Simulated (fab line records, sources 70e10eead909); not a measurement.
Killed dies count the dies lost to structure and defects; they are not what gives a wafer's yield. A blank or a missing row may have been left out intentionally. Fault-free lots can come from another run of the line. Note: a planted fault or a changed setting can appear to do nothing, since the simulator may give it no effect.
Which of the tools did it? ; flow nand harc ; 38 wafers from 14 lots sampled at 4 of the route's 1302 steps

## WHAT EACH GAUGE READ, for each wafer
NHARC_HYBRID_BOND_OVL_MEAS_05. Usual: overlay x nm -2 nm, standard deviation 34; overlay y nm 0 nm, standard deviation 34.
lot;measured;on;overlay x nm (nm);overlay y nm (nm);flag
L757;day 24 11:43;overlay-02;3 -2 -25;60 48 49;
L760;day 24 11:43;overlay-01;-28 1 60;-3 -37 -4;
L761;day 25 14:46;overlay-01;-3 -32 -30;6 -28 28;
L763;day 26 01:10;overlay-01;52 -29 35;-20 68 29;
L764;day 26 20:16;overlay-02;29 24 2;15 -58 20;
L765;day 27 02:34;overlay-02;43 -50 -34;-44 20 -3;
L766;day 27 07:45;overlay-01;-52 -46 -13;11 -11 -1;
L767;day 27 07:45;overlay-02;29 -45 -86;36 -17 56;
L769;day 27 14:54;overlay-02;32 -33 -9;10 22 14;
L770;day 29 03:59;overlay-02;8 -20 -20;29 -8 -42;
L771;day 29 09:02;overlay-02;14 16 26;1 25 59;
L772;day 29 09:02;overlay-01;2 11 -82;5 -62 14;
L775;day 31 04:29;overlay-02;-34;-85;
L774;day 31 04:30;overlay-02;-11;15;

NHARC_THIN_TSV_THK_MEAS_02: measures by ir. Usual: thk nm reads 2991 nm (standard deviation 250).
lot;measured;on;thk nm (nm);flag
L757;day 24 13:26;film metro-01;3378 3422 3144;
L760;day 24 14:38;film metro-02;2792 2792 2806;
L761;day 25 16:28;film metro-02;3073 3016 2966;
L763;day 26 02:52;film metro-01;3000 2798 2597;
L764;day 26 21:57;film metro-02;3064 2908 3029;
L765;day 27 04:14;film metro-02;3230 2986 3074;
L766;day 27 10:38;film metro-02;2648 2430 2737;
L767;day 27 09:28;film metro-02;3531 3445 3521;
L769;day 27 16:35;film metro-01;3188 3396 3004;
L770;day 29 05:40;film metro-01;2720 2874 3142;
L771;day 29 11:55;film metro-01;2733 2818 2760;
L772;day 29 10:43;film metro-01;2839 3427 3010;
L775;day 31 06:11;film metro-01;1;OFF
L774;day 31 08:36;film metro-02;1;OFF

## WHICH TOOL RAN EACH LOT (tool, then ch and the chambers of the sampled wafers, then the start)
lot;NHARC_A_BONDPAD_ANNEAL_28;NHARC_THIN_TSV_GRIND_00
L757;rtp anneal-02 ch 0, day 24 00:22;grinder-01 ch 0, day 24 12:07
L760;rtp anneal-01 ch 0, day 24 02:22;grinder-01 ch 0, day 24 13:20
L761;rtp anneal-01 ch 0, day 25 04:09;grinder-01 ch 0, day 25 15:10
L763;rtp anneal-02 ch 0, day 25 14:49;grinder-01 ch 0, day 26 01:22
L764;rtp anneal-02 ch 0, day 26 10:08;grinder-01 ch 0, day 26 20:40
L765;rtp anneal-02 ch 0, day 26 16:14;grinder-01 ch 0, day 27 02:58
L766;rtp anneal-02 ch 0, day 26 21:10;grinder-01 ch 0, day 27 09:10
L767;rtp anneal-02 ch 0, day 27 00:25;grinder-01 ch 0, day 27 08:34
L769;rtp anneal-01 ch 0, day 27 04:14;grinder-01 ch 0, day 27 15:18
L770;rtp anneal-02 ch 0, day 28 17:43;grinder-01 ch 0, day 29 04:23
L771;rtp anneal-02 ch 0, day 28 22:05;grinder-01 ch 0, day 29 10:26
L772;rtp anneal-02 ch 0, day 28 23:29;grinder-01 ch 0, day 29 09:14
L775;rtp anneal-01 ch 0, day 30 18:59;grinder-01 ch 0, day 31 05:41
L774;rtp anneal-01 ch 0, day 30 21:33;grinder-01 ch 0, day 31 08:07
- NHARC_A_BONDPAD_ANNEAL_28: time 90 s.
- NHARC_THIN_TSV_GRIND_00

## WHAT THE TOOLS THEMSELVES READ (means of the sampled wafers that have a number; where no wafer has one, the mark that the record gives instead)
NHARC_A_BONDPAD_ANNEAL_28. Usual: anneal temp c 225.03 C, standard deviation 0.18; wafer_temp_C_max 225.55, standard deviation 0.19.
lot;tool;anneal temp c (C);wafer_temp_C_max;flag
L757;rtp anneal-02;225.03;225.70;
L760;rtp anneal-01;224.98;225.78;
L761;rtp anneal-01;225.02;225.46;
L763;rtp anneal-02;224.96;225.48;
L764;rtp anneal-02;224.79;225.41;
L765;rtp anneal-02;224.98;225.53;
L766;rtp anneal-02;225.07;225.42;
L767;rtp anneal-02;224.99;225.57;
L769;rtp anneal-01;225.23;225.57;
L770;rtp anneal-02;224.78;225.52;
L771;rtp anneal-02;224.91;225.57;
L772;rtp anneal-02;225.19;225.80;
L775;rtp anneal-01;224.94;225.33;
L774;rtp anneal-01;225.13;225.62;

NHARC_THIN_TSV_GRIND_00. Usual: motor current A reads 12.001 A (standard deviation 0.022).
lot;tool;motor current A (A);flag
L757;grinder-01;12.013;
L760;grinder-01;11.992;
L761;grinder-01;11.980;
L763;grinder-01;11.984;
L764;grinder-01;12.012;
L765;grinder-01;11.973;
L766;grinder-01;12.009;
L767;grinder-01;11.996;
L769;grinder-01;12.016;
L770;grinder-01;11.988;
L771;grinder-01;11.998;
L772;grinder-01;11.988;
L775;grinder-01;12.010;
L774;grinder-01;11.983;

## THE ANSWER, worked out from the rows above alone
Rule: take the mean of a lot's wafers that have a number; if it is more than 3 standard deviations from the usual mean, the lot is off. A lot without any number at a reading at which 4 lots or more have one is off too. All remaining lots with rows at the step are treated as sound. The gauges are gone through in route order, then the tools' own readings, and for those a lot's mean is taken as printed above. At the first step where some lot is off, the reading lying furthest off is the one used; lots without a number count as furthest.
Off: L775, L774 (NHARC_THIN_TSV_THK_MEAS_02, thk nm).
A tool fits if, at a process step before that reading, it ran every lot that is off, and no sound lot after the first of them. Those tools and the gauges at NHARC_THIN_TSV_THK_MEAS_02 are tried in the same way. This does not decide it: 2 tools fit, namely rtp anneal-01 at NHARC_A_BONDPAD_ANNEAL_28 and grinder-01 at NHARC_THIN_TSV_GRIND_00.

## WHAT THE SIMULATOR HAD INSERTED
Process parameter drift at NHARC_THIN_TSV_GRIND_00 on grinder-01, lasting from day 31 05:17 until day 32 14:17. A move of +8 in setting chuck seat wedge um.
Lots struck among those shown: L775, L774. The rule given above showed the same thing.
